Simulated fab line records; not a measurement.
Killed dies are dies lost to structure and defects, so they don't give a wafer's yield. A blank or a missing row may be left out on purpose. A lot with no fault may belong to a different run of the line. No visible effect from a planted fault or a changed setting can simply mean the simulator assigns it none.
fab line records	flow n5Finfet
record: lots: 11	wafers: 33	lastDay: 17
route steps=1938 shown BEOL_M9@1403 PASSIVATION@1936
lots with no fault: from the same line, run without faults
startH: start of the lot's first displayed wafer, in hours after the record's first day	waitH: hours from the lot's prior step to this one	" unchanged from the row above	L1.1+2: a row that stands for several wafers	- no value present, or no start provided	* or withheld: withheld	< > ~ a bound
route shown NAME@n: NAME is a module with steps in the file, n the number in the route of the first one	usual: average and standard deviation across the fault-free wafers	same: alike in all rows	chamber/n: place in a boat	sites: the reading at each site	_std_site: the standard deviation of these	_edge_site: the outer-site mean with the inner-site mean subtracted	radiusMm: how far each site lies from the wafer's centre	mask NAME#n: copy n	behind: tool/chamber where the wafer was last shaped	hold: why the lot went on hold/how many hours it stayed there/how the hold came to an end	device: transistor that didn't switch, given as n, p or np	end of line: the tests these same wafers got at the end of their route	a step with no rows: only its recipe	killed: dies lost to structure and defects at the first sort, not the wafer's yield	map: the dies of a wafer, with x for killed, . for not killed, _ for no die there
set.NAME: the setting as run; set.NAME@STEP: as run at that earlier step	model.NAME: the simulator's own value behind a step, which no gauge read
one table for each step of the route and one row for each wafer, over a sample of lots
services: from which hour (startH, from the record's first day; less than 0 if before it) a tool's chamber was out of use, for how many hours, and why
== steps ==
step: N5_BEOL_M9_THK_MEAS_01
recipe: reads: SiCOH_lowk_of_BEOL_M9_ILD_DEP_00
usual: M9_ILD_THK: 268/3.3
lot.wafer	tool	chamber	startH	waitH	M9_ILD_THK[nm]
L150.3	filmMetro-02	-	207.54	0.3	269
L150.4	"	-	"	"	274
L150.5	"	-	"	"	266
L151.1	filmMetro-02	-	228.66	0.4	268
L151.2	"	-	"	"	267
L151.5	"	-	"	"	275
L155.2	filmMetro-02	-	257.02	0.4	266
L155.4	"	-	"	"	270
L155.6	"	-	"	"	268
L156.1	filmMetro-01	-	265.97	0.4	268
L156.2	"	-	"	"	266
L156.4	"	-	"	"	270
L159.1	filmMetro-01	-	267.82	0.4	266
L159.3	"	-	"	"	265
L159.4	"	-	"	"	273
L158.1	filmMetro-02	-	274.24	0.8	266
L158.3	"	-	"	"	263
L158.5	"	-	"	"	273
L163.1	filmMetro-02	-	315.96	0.4	266
L163.2	"	-	"	"	264
L163.5	"	-	"	"	275
L165.1	filmMetro-02	-	318.31	0.4	267
L165.5	"	-	"	"	271
L165.6	"	-	"	"	272
L166.1	filmMetro-01	-	321.93	0.4	263
L166.2	"	-	"	"	264
L166.5	"	-	"	"	267
L171.2	filmMetro-02	-	349.88	0.4	263
L171.3	"	-	"	"	261
L171.5	"	-	"	"	264
L169.3	filmMetro-01	-	350.18	0.3	264
L169.5	"	-	"	"	266
L169.6	"	-	"	"	266
step: N5_BEOL_M9_PECVD_70
recipe: material: SiO2	targetThkA: 200	tempC: 400	precursor: TEOS/O2	pressureTorr: 5.5	rfW: 450	teosFlowSccm: 53.8	gas: O2	flowSccm: 3000	timeS: 22.7
usual: heaterPowerW: 707/110	showerheadPlenumPTorr: 8.76/0.094	throttleValvePct: 21.8/0.94
lot.wafer	tool	chamber	startH	waitH	heaterPowerW	showerheadPlenumPTorr	throttleValvePct
L150.3	pecvd-02	0	207.58	0.0	590	8.80	22.2
L150.4	"	1	"	"	918	8.79	22.5
L150.5	"	2	"	"	737	8.67	22.2
L151.1	pecvd-03	0	228.70	0.0	597	8.74	21.6
L151.2	"	1	"	"	848	8.93	21.8
L151.5	"	0	"	"	593	8.75	21.8
L155.2	pecvd-03	2	257.05	0.0	535	8.64	20.1
L155.4	"	0	"	"	579	8.76	21.7
L155.6	"	2	"	"	538	8.63	19.9
L156.1	pecvd-03	0	266.01	0.0	662	8.76	21.6
L156.2	"	2	"	"	644	8.65	20.0
L156.4	"	1	"	"	791	8.91	21.7
L159.1	pecvd-03	0	267.86	0.0	625	8.74	21.8
L159.3	"	1	"	"	711	8.94	21.8
L159.4	"	0	"	"	621	8.74	21.7
L158.1	pecvd-02	1	274.28	0.0	803	8.81	23.1
L158.3	"	0	"	"	577	8.78	22.5
L158.5	"	1	"	"	821	8.79	23.2
L163.1	pecvd-04	2	316.00	0.0	819	8.86	20.5
L163.2	"	1	"	"	773	8.73	21.6
L163.5	"	0	"	"	564	8.68	23.1
L165.1	pecvd-02	1	318.34	0.0	786	8.82	23.1
L165.5	"	1	"	"	790	8.79	22.7
L165.6	"	2	"	"	620	8.69	22.4
L166.1	pecvd-04	2	321.96	0.0	757	8.83	20.6
L166.2	"	1	"	"	842	8.71	21.8
L166.5	"	1	"	"	902	8.72	21.7
L171.2	pecvd-02	2	349.92	0.0	738	8.67	22.4
L171.3	"	1	"	"	909	8.81	23.0
L171.5	"	0	"	"	629	8.82	22.4
L169.3	pecvd-03	2	350.22	0.0	589	8.64	20.2
L169.5	"	1	"	"	852	8.94	21.4
L169.6	"	2	"	"	614	8.66	19.9
step: N5_BEOL_M9_DESCUM_16
recipe: chemistry: O2	timeS: 7.9	sourcePowerW: 50	biasPowerW: 20	pressureMtorr: 20	rfFrequencyHz: 2.712e+07	tempC: 40	resist: CAR-ArF	o2FlowSccm: 225
usual: drypumpMotorCurrentA: 5.6/0.3	oesProductAu: 0.80/0.096	rfVppV: 243.6/1.4	showerheadPlenumPTorr: 2.11/0.08	throttleValvePct: 20.34/0.24
lot.wafer	tool	chamber	startH	waitH	drypumpMotorCurrentA	oesProductAu	rfHoursCounterH	rfVppV	showerheadPlenumPTorr	throttleValvePct
L150.3	rieDiel-04	1	208.47	0.0	5.2	0.85	66	241.7	2.03	20.52
L150.4	"	3	"	"	5.1	0.93	8	246.7	2.23	19.95
L150.5	"	3	"	"	5.2	0.94	-	244.0	2.23	19.92
L151.1	rieDiel-02	0	230.15	0.1	5.8	0.70	233	244.1	2.15	20.53
L151.2	"	1	"	"	5.7	0.92	31	245.8	2.23	20.24
L151.5	"	0	"	"	5.9	0.70	-	244.9	2.15	20.54
L155.2	rieDiel-04	0	258.19	0.0	5.0	0.70	216	244.6	2.16	20.48
L155.4	"	2	"	"	5.5	0.74	185	243.3	2.17	20.44
L155.6	"	0	"	"	5.0	0.70	-	245.8	2.16	20.49
L156.1	rieDiel-01	0	268.28	0.0	5.9	0.80	92	243.6	2.12	20.11
L156.2	"	3	"	"	5.3	0.91	21	243.0	2.05	20.14
L156.4	"	1	"	"	5.7	0.70	-	243.0	2.06	20.88
L159.1	rieDiel-02	0	268.73	0.0	5.8	0.69	243	245.1	2.14	20.55
L159.3	"	3	"	"	5.9	0.69	240	244.1	2.15	20.56
L159.4	"	2	"	"	6.0	0.71	189	241.0	1.99	20.36
L158.1	rieDiel-01	2	275.71	0.1	5.4	0.83	68	242.6	2.03	19.97
L158.3	"	1	"	"	5.8	0.70	242	244.5	2.06	20.89
L158.5	"	3	"	"	5.3	0.91	-	243.9	2.05	20.15
L163.1	rieDiel-02	2	318.84	0.0	6.0	0.70	205	241.4	1.98	20.38
L163.2	"	0	"	"	5.8	0.98	1	244.8	2.14	20.16
L163.5	"	2	"	"	6.0	0.70	-	241.4	1.98	20.38
L165.1	rieDiel-02	1	320.08	0.0	5.7	0.87	57	245.8	2.22	20.26
L165.5	"	0	"	"	5.8	0.97	-	243.0	2.14	20.17
L165.6	"	2	"	"	6.0	0.70	-	242.3	1.98	20.39
L166.1	rieDiel-02	0	325.99	0.0	5.8	0.96	4	245.1	2.14	20.18
L166.2	"	2	"	"	6.0	0.70	208	241.3	1.98	20.40
L166.5	"	2	"	"	6.0	0.70	-	240.8	1.98	20.39
L171.2	rieDiel-02	0	352.37	0.0	5.8	0.93	13	245.0	2.13	20.18
L171.3	"	2	"	"	6.0	0.69	217	241.9	1.98	20.41
L171.5	"	2	"	"	6.0	0.70	-	241.0	1.98	20.40
L169.3	rieDiel-04	0	352.54	0.0	5.0	0.69	244	244.0	2.15	20.52
L169.5	"	2	"	"	5.5	0.73	-	243.9	2.16	20.48
L169.6	"	1	"	"	5.2	0.80	-	241.9	2.02	20.58
step: N5_BEOL_M9_COAT_63
recipe: resist: SOC	tempC: 250	timeS: 60	spinRpm: 1500	resistThkNm: 60
usual: plateTempC: 249.95/0.16	spinSpeedRpm: 1499.9/0.87
lot.wafer	tool	chamber	startH	waitH	plateTempC	spinSpeedRpm
L150.3	lithoTrack-05	0	211.46	2.5	249.98	1500.8
L150.4	"	0	"	"	250.12	1500.3
L150.5	"	0	"	"	250.10	1500.0
L151.1	lithoTrack-05	0	233.79	3.0	249.82	1500.3
L151.2	"	0	"	"	249.84	1500.0
L151.5	"	0	"	"	250.01	1499.9
L155.2	lithoTrack-04	0	259.43	0.8	249.77	1498.6
L155.4	"	0	"	"	249.62	1500.4
L155.6	"	0	"	"	249.88	1498.7
L159.1	lithoTrack-04	0	269.66	0.5	249.94	1499.6
L159.3	"	0	"	"	249.72	1499.6
L159.4	"	0	"	"	250.07	1500.3
L156.1	lithoTrack-05	0	269.72	1.0	249.82	1499.9
L156.2	"	0	"	"	249.72	1499.1
L156.4	"	0	"	"	249.98	1500.8
L158.1	lithoTrack-04	0	277.89	1.7	249.84	1501.7
L158.3	"	0	"	"	249.91	1499.8
L158.5	"	0	"	"	250.03	1499.8
L163.1	lithoTrack-05	0	319.76	0.5	249.83	1461.5
L163.2	"	0	"	"	249.81	1461.5
L163.5	"	0	"	"	249.63	1461.8
L165.1	lithoTrack-05	0	320.57	0.0	249.87	1461.3
L165.5	"	0	"	"	250.23	1461.0
L165.6	"	0	"	"	250.14	1460.4
L166.1	lithoTrack-02	0	328.89	2.3	249.82	1497.0
L166.2	"	0	"	"	250.06	1498.6
L166.5	"	0	"	"	249.98	1498.9
L169.3	lithoTrack-02	0	354.26	1.2	250.33	1500.9
L169.5	"	0	"	"	250.06	1500.7
L169.6	"	0	"	"	250.03	1501.0
L171.2	lithoTrack-04	0	354.26	1.4	249.68	1500.6
L171.3	"	0	"	"	249.75	1501.5
L171.5	"	0	"	"	249.82	1500.4
step: N5_PASSIVATION_PROBE_49
usual: defectLimitedYield: 91.1/1.5	killed_at_M0_to_M3: 35/9.5	killed_at_M4_up: 13/5.2	killedAtContacts: 12/6.1	killedAtFrontEnd: 41/14	killedAtOther: 3.8/2.9	killedDies: 105/17	killedOnRim: 13/4.1	killedOpen: 70/13	killedShort: 33/8.4	sort_bin_5_function: 5.1/0.97	sort_bin_6_memory: 3.4/0.69	sortNPass: 1075/17	sortYieldPct: 91.1/1.5
same: grossDies: 1180	killedAtBackSide: 0	sort_bin_4_leakage[%]: 0	sort_bin_8_speed[%]: 0
lot.wafer	tool	chamber	startH	waitH	defectLimitedYield[%]	killed_at_M0_to_M3	killed_at_M4_up	killedAtContacts	killedAtFrontEnd	killedAtOther	killedDies	killedOnRim	killedOpen	killedShort	sort_bin_5_function[%]	sort_bin_6_memory[%]	sortNPass	sortYieldPct[%]
L150.3	prober-01	-	271.02	0.1	91.8	47	8	12	24	6	97	12	54	43	4.5	3.5	1083	91.8
L150.4	prober-01	-	271.07	0.2	90.7	47	12	8	35	8	110	15	69	39	5.0	3.9	1070	90.7
L150.5	prober-01	-	271.12	0.2	93.6	22	10	14	24	5	75	12	59	14	3.6	2.5	1105	93.6
L151.1	prober-01	-	292.76	0.0	90.1	65	16	7	24	5	117	21	73	44	6.4	3.1	1063	90.1
L151.2	prober-01	-	292.81	0.1	91.0	57	15	6	24	4	106	14	68	38	5.3	3.1	1074	91.0
L151.5	prober-01	-	292.96	0.2	90.7	47	9	8	39	7	110	14	82	28	4.6	4.6	1070	90.7
L155.2	prober-01	-	318.47	0.1	89.8	37	15	11	55	2	120	14	68	51	5.8	3.8	1060	89.8
L155.4	prober-01	-	318.57	0.2	91.4	25	13	5	55	3	101	16	56	45	5.3	3.1	1079	91.4
L155.6	prober-01	-	318.67	0.3	90.3	29	9	7	63	7	115	16	70	43	5.8	3.1	1065	90.3
L156.1	prober-01	-	333.51	0.0	90.4	50	11	10	42	0	113	13	82	31	5.8	3.6	1067	90.4
L156.2	prober-01	-	333.56	0.1	90.8	29	16	24	38	1	108	10	76	32	5.0	3.9	1072	90.8
L156.4	prober-01	-	333.66	0.2	91.6	26	13	14	45	1	99	12	66	33	5.5	2.7	1081	91.6
L159.1	prober-01	-	337.05	0.0	91.7	28	10	13	46	1	98	11	76	21	4.6	3.6	1082	91.7
L159.3	prober-01	-	337.15	0.1	93.1	25	10	8	37	2	82	18	51	29	3.8	3.1	1098	93.1
L159.4	prober-01	-	337.20	0.2	92.9	33	9	8	34	0	84	10	47	35	3.7	2.9	1096	92.9
L158.1	prober-01	-	344.57	0.0	89.6	32	22	16	52	1	123	21	84	34	5.5	4.7	1057	89.6
L158.3	prober-01	-	344.67	0.1	90.9	32	17	14	41	3	107	13	71	30	4.9	3.6	1073	90.9
L158.5	prober-01	-	344.77	0.2	89.2	37	15	18	53	5	128	11	94	34	6.7	4.1	1052	89.2
L163.1	prober-01	-	373.97	0.0	89.4	30	14	20	54	7	125	18	81	42	6.0	4.0	1055	89.4
L163.2	prober-01	-	374.02	0.1	90.5	35	11	8	52	6	112	15	73	38	4.6	4.7	1068	90.5
L163.5	prober-01	-	374.17	0.2	90.1	37	17	14	49	0	117	9	84	30	6.1	3.5	1063	90.1
L165.1	prober-02	-	379.18	0.0	90.3	28	20	6	59	2	115	17	74	39	5.0	4.1	1065	90.3
L165.5	prober-02	-	379.38	0.2	91.4	26	8	17	47	4	102	15	69	31	5.4	3.1	1078	91.4
L165.6	prober-02	-	379.43	0.3	93.8	22	14	8	26	3	73	5	55	17	3.1	2.7	1107	93.8
L166.1	prober-01	-	384.46	0.0	91.1	43	13	6	40	3	105	11	61	42	4.9	3.6	1075	91.1
L166.2	prober-01	-	384.51	0.1	88.7	47	19	5	53	9	133	19	96	37	7.4	3.6	1047	88.7
L166.5	prober-01	-	384.66	0.2	92.0	30	9	10	42	3	94	11	63	30	4.7	3.1	1086	92.0
L169.3	prober-02	-	411.70	0.1	88.2	39	20	18	60	2	139	14	91	41	6.8	4.2	1041	88.2
L169.5	prober-02	-	411.80	0.2	92.5	26	11	11	38	3	89	10	56	27	4.1	3.1	1091	92.5
L169.6	prober-02	-	411.85	0.3	88.4	30	22	25	59	1	137	18	94	38	6.6	4.7	1043	88.4
L171.2	prober-01	-	416.84	0.1	93.1	46	12	6	13	5	82	9	66	15	4.7	2.1	1098	93.1
L171.3	prober-01	-	416.89	0.1	92.1	34	11	8	33	7	93	7	55	38	3.8	3.6	1087	92.1
L171.5	prober-01	-	416.99	0.2	92.7	32	7	11	25	11	86	13	53	30	4.3	2.7	1094	92.7
killed by level:class
L150.3 BEOL_M0_SAQP:geometricParticle:short=14 MOL_CONTACT_COAG:geometricParticle:open=10 FIN_SAQP:geometricParticle:short=8 BEOL_M0_SAQP:geometricParticle:open=8 DUMMY_GATE:geometricParticle:open=7 BEOL_M3:geometricParticle:open=6 BEOL_M2:geometricParticle:open=6 BEOL_M1:geometricParticle:open=5
L150.4 BEOL_M1:geometricParticle:open=16 BEOL_M0_SAQP:geometricParticle:short=12 BEOL_M0_SAQP:geometricParticle:open=8 GATE_CUT:geometricParticle:short=7 MOL_CONTACT_COAG:geometricParticle:open=7 DUMMY_GATE:geometricParticle:open=6 FIN_SAQP:geometricParticle:short=5 BEOL_M4:geometricParticle:open=5
L150.5 MOL_CONTACT_COAG:geometricParticle:open=12 STI_FIN_REVEAL:geometricParticle:open=8 BEOL_M1:geometricParticle:open=6 BEOL_M2:geometricParticle:open=5 BEOL_M3:geometricParticle:open=4 GATE_CUT:geometricParticle:open=3 GATE_CUT:geometricParticle:short=3 BEOL_M0_SAQP:geometricParticle:open=3
L151.1 BEOL_M0_SAQP:geometricParticle:open=18 BEOL_M0_SAQP:geometricParticle:short=16 BEOL_M2:geometricParticle:open=9 FIN_SAQP:geometricParticle:open=8 BEOL_M1:geometricParticle:open=7 BEOL_M4:geometricParticle:open=7 MOL_CONTACT_COAG:geometricParticle:open=4 BEOL_M3:geometricParticle:open=4
L151.2 BEOL_M0_SAQP:geometricParticle:short=14 BEOL_M0_SAQP:geometricParticle:open=11 BEOL_M2:geometricParticle:open=8 BEOL_M4:geometricParticle:open=8 BEOL_M3:geometricParticle:open=7 FIN_SAQP:geometricParticle:short=6 MOL_CONTACT_COAG:geometricParticle:open=6 STI_FIN_REVEAL:geometricParticle:open=5
L151.5 BEOL_M0_SAQP:geometricParticle:open=13 BEOL_M3:geometricParticle:open=10 FIN_SAQP:geometricParticle:open=9 MOL_CONTACT_COAG:geometricParticle:open=8 BEOL_M1:geometricParticle:open=8 BEOL_M0_SAQP:geometricParticle:short=7 DUMMY_GATE:geometricParticle:open=6 FIN_SAQP:geometricParticle:short=5
L155.2 FIN_SAQP:geometricParticle:short=10 FIN_SAQP:geometricParticle:open=10 BEOL_M3:geometricParticle:open=9 MOL_CONTACT_COAG:geometricParticle:open=9 BEOL_M0_SAQP:geometricParticle:short=9 STI_FIN_REVEAL:geometricParticle:open=7 BEOL_M4:geometricParticle:open=7 GATE_CUT:geometricParticle:short=5
L155.4 FIN_SAQP:geometricParticle:short=11 FIN_SAQP:geometricParticle:open=8 STI_FIN_REVEAL:geometricParticle:open=7 GATE_CUT:geometricParticle:short=7 BEOL_M0_SAQP:geometricParticle:short=6 BEOL_M0_SAQP:geometricParticle:open=6 BEOL_M3:geometricParticle:short=6 DUMMY_GATE:geometricParticle:open=4
L155.6 DUMMY_GATE:geometricParticle:open=11 GATE_CUT:geometricParticle:short=10 STI_FIN_REVEAL:geometricParticle:open=8 FIN_SAQP:geometricParticle:open=7 FIN_SAQP:geometricParticle:short=7 BEOL_M0_SAQP:geometricParticle:open=7 BEOL_M3:geometricParticle:open=7 GATE_CUT:geometricParticle:open=6
L156.1 BEOL_M1:geometricParticle:open=18 STI_FIN_REVEAL:geometricParticle:open=13 BEOL_M2:geometricParticle:open=13 FIN_SAQP:geometricParticle:open=9 MOL_CONTACT_COAG:geometricParticle:open=8 BEOL_M0_SAQP:geometricParticle:open=5 FIN_SAQP:geometricParticle:short=4 BEOL_M1:geometricParticle:short=4
L156.2 MOL_CONTACT_COAG:geometricParticle:open=18 GATE_CUT:geometricParticle:short=9 BEOL_M2:geometricParticle:open=9 BEOL_M5:geometricParticle:open=8 FIN_SAQP:geometricParticle:short=6 MOL_CONTACT_COAG:geometricParticle:short=6 STI_FIN_REVEAL:geometricParticle:open=5 BEOL_M1:geometricParticle:open=5
L156.4 STI_FIN_REVEAL:geometricParticle:open=12 MOL_CONTACT_COAG:geometricParticle:open=12 FIN_SAQP:geometricParticle:open=8 FIN_SAQP:geometricParticle:short=5 BEOL_M2:geometricParticle:open=5 BEOL_M4:geometricParticle:open=5 BEOL_M1:geometricParticle:open=4 GATE_CUT:geometricParticle:short=4
L159.1 STI_FIN_REVEAL:geometricParticle:open=19 BEOL_M3:geometricParticle:open=11 MOL_CONTACT_COAG:geometricParticle:open=11 FIN_SAQP:geometricParticle:open=8 BEOL_M0_SAQP:geometricParticle:open=8 BEOL_M4:geometricParticle:open=6 FIN_SAQP:geometricParticle:short=4 STARTING-WAFER:geometricParticle:short=4
L159.3 STI_FIN_REVEAL:geometricParticle:open=9 FIN_SAQP:geometricParticle:open=8 MOL_CONTACT_COAG:geometricParticle:open=7 BEOL_M0_SAQP:geometricParticle:short=7 BEOL_M3:geometricParticle:open=7 FIN_SAQP:geometricParticle:short=6 BEOL_M0_SAQP:geometricParticle:open=4 GATE_CUT:geometricParticle:short=3
L159.4 BEOL_M3:geometricParticle:open=10 BEOL_M0_SAQP:geometricParticle:short=9 STI_FIN_REVEAL:geometricParticle:open=7 FIN_SAQP:geometricParticle:open=6 FIN_SAQP:geometricParticle:short=5 BEOL_M3:geometricParticle:short=5 STARTING-WAFER:geometricParticle:short=5 MOL_CONTACT_COAG:geometricParticle:short=4
L158.1 STI_FIN_REVEAL:geometricParticle:open=18 FIN_SAQP:geometricParticle:open=12 BEOL_M2:geometricParticle:open=12 FIN_SAQP:geometricParticle:short=11 MOL_CONTACT_COAG:geometricParticle:open=11 BEOL_M1:geometricParticle:open=6 MOL_CONTACT_COAG:geometricParticle:short=5 BEOL_M4:geometricParticle:open=4
L158.3 MOL_CONTACT_COAG:geometricParticle:open=11 STI_FIN_REVEAL:geometricParticle:open=9 BEOL_M2:geometricParticle:open=7 FIN_SAQP:geometricParticle:short=6 FIN_SAQP:geometricParticle:open=6 DUMMY_GATE:geometricParticle:open=6 BEOL_M1:geometricParticle:open=5 GATE_CUT:geometricParticle:short=4
L158.5 STI_FIN_REVEAL:geometricParticle:open=25 MOL_CONTACT_COAG:geometricParticle:open=17 BEOL_M1:geometricParticle:open=9 BEOL_M4:geometricParticle:open=9 STI_FIN_REVEAL:geometricParticle:short=7 BEOL_M0_SAQP:geometricParticle:short=7 BEOL_M2:geometricParticle:open=7 GATE_CUT:geometricParticle:short=5
L163.1 MOL_CONTACT_COAG:geometricParticle:open=16 GATE_CUT:geometricParticle:short=13 BEOL_M3:geometricParticle:open=11 STI_FIN_REVEAL:geometricParticle:open=8 GATE_CUT:geometricParticle:open=8 DUMMY_GATE:geometricParticle:open=6 BEOL_M3:geometricParticle:short=6 ILD0:geometricParticle:open=4
L163.2 BEOL_M3:geometricParticle:open=17 GATE_CUT:geometricParticle:open=10 GATE_CUT:geometricParticle:short=10 DUMMY_GATE:geometricParticle:open=8 FIN_SAQP:geometricParticle:open=7 FIN_SAQP:geometricParticle:short=6 MOL_CONTACT_COAG:geometricParticle:open=5 BEOL_M0_SAQP:geometricParticle:open=5
L163.5 MOL_CONTACT_COAG:geometricParticle:open=11 STI_FIN_REVEAL:geometricParticle:open=11 BEOL_M3:geometricParticle:open=11 FIN_SAQP:geometricParticle:short=9 BEOL_M0:geometricParticle:open=8 FIN_SAQP:geometricParticle:open=7 GATE_CUT:geometricParticle:open=7 BEOL_M3:geometricParticle:short=6
L165.1 STI_FIN_REVEAL:geometricParticle:open=20 FIN_SAQP:geometricParticle:open=10 BEOL_M0_SAQP:geometricParticle:open=8 BEOL_M0_SAQP:geometricParticle:short=8 BEOL_M4:geometricParticle:open=7 BEOL_M4:geometricParticle:short=6 FIN_SAQP:geometricParticle:short=5 BEOL_M3:geometricParticle:open=5
L165.5 MOL_CONTACT_COAG:geometricParticle:open=14 FIN_SAQP:geometricParticle:open=13 DUMMY_GATE:geometricParticle:open=7 STI_FIN_REVEAL:geometricParticle:open=6 BEOL_M0_SAQP:geometricParticle:short=6 FIN_SAQP:geometricParticle:short=5 GATE_CUT:geometricParticle:open=4 BEOL_M0_SAQP:geometricParticle:open=4
L165.6 BEOL_M2:geometricParticle:open=9 FIN_SAQP:geometricParticle:open=7 MOL_CONTACT_COAG:geometricParticle:open=7 STI_FIN_REVEAL:geometricParticle:open=6 GATE_CUT:geometricParticle:open=6 BEOL_M0_SAQP:geometricParticle:short=4 BEOL_M4:geometricParticle:open=4 BEOL_M0_SAQP:geometricParticle:open=3
L166.1 BEOL_M2:geometricParticle:open=10 FIN_SAQP:geometricParticle:open=8 STI_FIN_REVEAL:geometricParticle:open=8 BEOL_M0_SAQP:geometricParticle:short=8 FIN_SAQP:geometricParticle:short=7 BEOL_M0_SAQP:geometricParticle:open=6 BEOL_M1:geometricParticle:open=6 BEOL_M1:geometricParticle:short=5
L166.2 BEOL_M2:geometricParticle:open=20 FIN_SAQP:geometricParticle:open=15 STI_FIN_REVEAL:geometricParticle:open=12 FIN_SAQP:geometricParticle:short=11 BEOL_M5:geometricParticle:open=8 BEOL_M0_SAQP:geometricParticle:short=7 BEOL_M3:geometricParticle:open=6 BEOL_M4:geometricParticle:open=6
L166.5 FIN_SAQP:geometricParticle:short=12 FIN_SAQP:geometricParticle:open=10 MOL_CONTACT_COAG:geometricParticle:open=8 BEOL_M1:geometricParticle:open=7 STI_FIN_REVEAL:geometricParticle:open=6 BEOL_M0_SAQP:geometricParticle:short=6 BEOL_M0_SAQP:geometricParticle:open=4 BEOL_M3:geometricParticle:open=4
L169.3 MOL_CONTACT_COAG:geometricParticle:open=14 FIN_SAQP:geometricParticle:open=12 STI_FIN_REVEAL:geometricParticle:open=12 FIN_SAQP:geometricParticle:short=9 BEOL_M2:geometricParticle:open=8 BEOL_M4:geometricParticle:open=7 BEOL_M1:geometricParticle:open=7 BEOL_M3:geometricParticle:open=7
L169.5 MOL_CONTACT_COAG:geometricParticle:open=8 BEOL_M3:geometricParticle:open=8 STI_FIN_REVEAL:geometricParticle:open=6 FIN_SAQP:geometricParticle:open=5 GATE_CUT:geometricParticle:short=5 FIN_SAQP:geometricParticle:short=4 BEOL_M0_SAQP:geometricParticle:open=4 BEOL_M6:geometricParticle:open=4
L169.6 MOL_CONTACT_COAG:geometricParticle:open=23 FIN_SAQP:geometricParticle:open=16 FIN_SAQP:geometricParticle:short=13 BEOL_M0_SAQP:geometricParticle:open=10 BEOL_M0_SAQP:geometricParticle:short=7 BEOL_M4:geometricParticle:open=6 BEOL_M5:geometricParticle:open=6 STARTING-WAFER:geometricParticle:open=5
L171.2 BEOL_M3:geometricParticle:open=15 BEOL_M1:geometricParticle:open=14 BEOL_M0_SAQP:geometricParticle:open=8 BEOL_M2:geometricParticle:open=4 BEOL_M8:geometricParticle:open=4 STARTING-WAFER:geometricParticle:open=4 DUMMY_GATE:geometricParticle:open=3 MOL_CONTACT_COAG:geometricParticle:open=3
L171.3 FIN_SAQP:geometricParticle:short=8 BEOL_M0_SAQP:geometricParticle:open=8 BEOL_M0_SAQP:geometricParticle:short=8 FIN_SAQP:geometricParticle:open=6 MOL_CONTACT_COAG:geometricParticle:open=6 BEOL_M4:geometricParticle:open=5 SDB:geometricParticle:open=4 BEOL_M2:geometricParticle:short=4
L171.5 MOL_CONTACT_COAG:geometricParticle:open=9 DUMMY_GATE:geometricParticle:open=8 BEOL_M1:geometricParticle:open=6 STI_FIN_REVEAL:geometricParticle:open=5 BEOL_M0_SAQP:geometricParticle:open=5 BEOL_M0:geometricParticle:short=4 BEOL_M1:geometricParticle:short=4 MIM_BOT:geometricParticle:open=3
== services ==
tool	chamber	startH	hours	kind
pecvd-02	0	184.49	4.6	repair
rieDiel-01	-	196.89	8.3	repair
pecvd-03	2	202.38	-	clean
pecvd-03	2	202.38	-	consumableReplace:showerhead
pecvd-03	2	202.38	29.0	scheduledDown
pecvd-03	2	202.38	29.0	ventCycle
pecvd-03	1	212.15	14.9	repair
pecvd-04	0	242.74	2.1	scheduledDown
rieDiel-01	2	258.46	12.2	repair
lithoTrack-05	-	259.56	-	consumableReplace:filter
rieDiel-02	0	296.99	-	clean
rieDiel-02	0	296.99	-	consumableReplace:focusRing
rieDiel-02	0	296.99	19.5	scheduledDown
rieDiel-02	0	296.99	19.5	ventCycle
rieDiel-02	3	316.53	-	clean
rieDiel-02	3	316.53	-	consumableReplace:focusRing
rieDiel-02	3	316.53	36.0	scheduledDown
rieDiel-02	3	316.53	36.0	ventCycle
rieDiel-01	1	323.28	2.4	repair
rieDiel-01	1	325.83	-	clean
rieDiel-01	1	325.83	-	consumableReplace:focusRing
rieDiel-01	1	325.83	22.3	scheduledDown
pecvd-04	0	327.13	2.1	repair
pecvd-02	1	337.43	2.1	scheduledDown
== key ==
firstSign: step: N5_BEOL_M9_COAT_63	reading: spinSpeedRpm	direction: down	sigmas: 45	usual: *	struck: *
effect none on later readings
metAt N5_BEOL_M9_COAT_63
struckLots L163,L165
notActingAt N5_BEOL_M9_THK_MEAS_01,N5_BEOL_M9_PECVD_70,N5_BEOL_M9_DESCUM_16
onsetBetween 269.72 319.76
fault: kind: processParameterDrift	tool: lithoTrack-05	chamber: -	onsetH: 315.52	steps: N5_BEOL_M9_COAT_63	channel: spinRpm	offset: *	shape: step	endH: 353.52	actsIn: *	stated: *
